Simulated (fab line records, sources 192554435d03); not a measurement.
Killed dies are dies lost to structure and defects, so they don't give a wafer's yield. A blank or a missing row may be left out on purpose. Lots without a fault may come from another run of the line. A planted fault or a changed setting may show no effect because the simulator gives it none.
One fault seen from 2 desks | flow n5_finfet | each desk has only its own numbers; what lay behind them comes last

THE TOOL OWNER'S DESK: litho_track-05
The tool's own readings at N5_BEOL_M4_COAT_68 (time 60 s, resist thk 12 nm): means of the sampled wafers that have a number, for each lot that ran on this tool. A lot is out of limits, marked OUT, if its mean lies more than 4 standard deviations from the usual mean; the brackets give that distance.
Columns: A = spin_speed_rpm at N5_BEOL_M4_COAT_68, usual 1500.0 rpm
lot  | first seen here | A
L256 | day 7 23:02     | 1499.1
L261 | day 9 03:08     | 1287.4 (-99 or more) OUT
L266 | day 10 13:26    | 1287.0 (-99 or more) OUT
This desk's finding: out of limits on L261, L266; first on L261, day 9 03:08 (spin_speed_rpm at N5_BEOL_M4_COAT_68). In limits: L256.

THE METROLOGY DESK
What the gauges read, lot by lot, whatever tool the lot ran on: means of the sampled wafers that have a number. A lot is out of limits, marked OUT, if its mean lies more than 4 standard deviations from the usual mean; the brackets give that distance. Of its 10 readings 7 are shown: those that lie furthest out on some lot.
Columns: A = DIBL_N at N5_BEOL_M4_RC_MEAS_101, usual 36.7 mV/V; B = IOFF_N at N5_BEOL_M4_RC_MEAS_101, usual 0.18 nA/um; C = IOFF_P at N5_BEOL_M4_RC_MEAS_101, usual 0.23 nA/um; D = ION_P at N5_BEOL_M4_RC_MEAS_101, usual 467 uA/um; E = SS_P at N5_BEOL_M4_RC_MEAS_101, usual 73.5 mV/dec; F = VT_N at N5_BEOL_M4_RC_MEAS_101, usual 249 mV; G = VT_P at N5_BEOL_M4_RC_MEAS_101, usual -250 mV
lot  | first seen here | A    | B    | C    | D   | E    | F   | G
L256 | day 8 05:34     | 38.8 | 0.20 | 0.22 | 458 | 73.3 | 249 | -253
L261 | day 9 10:47     | 38.0 | 0.23 | 0.27 | 468 | 74.1 | 245 | -247
L266 | day 10 19:23    | 36.7 | 0.15 | 0.22 | 467 | 73.3 | 250 | -248
L271 | day 11 19:54    | 36.1 | 0.17 | 0.24 | 470 | 73.7 | 251 | -249
This desk's finding: nothing out of limits on any of the 4 lots.

PUT TOGETHER
The tool owner's desk could have raised an alarm at day 9 03:08, on L261, L266.
The metrology desk saw nothing out of limits.
The metrology desk has L261, L266 on record, within its limits.
Of the lots named, all ran N5_BEOL_M4_COAT_68 on litho_track-05.

WHAT THE SIMULATOR HAD PUT IN
Process parameter drift: litho_track-05, from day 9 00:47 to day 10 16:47, at N5_BEOL_M4_COAT_68. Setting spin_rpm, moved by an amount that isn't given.
Lots struck among those shown: L261, L266.
Hours from the fault's start to each desk's first reading out of limits: the tool owner's desk, 2.
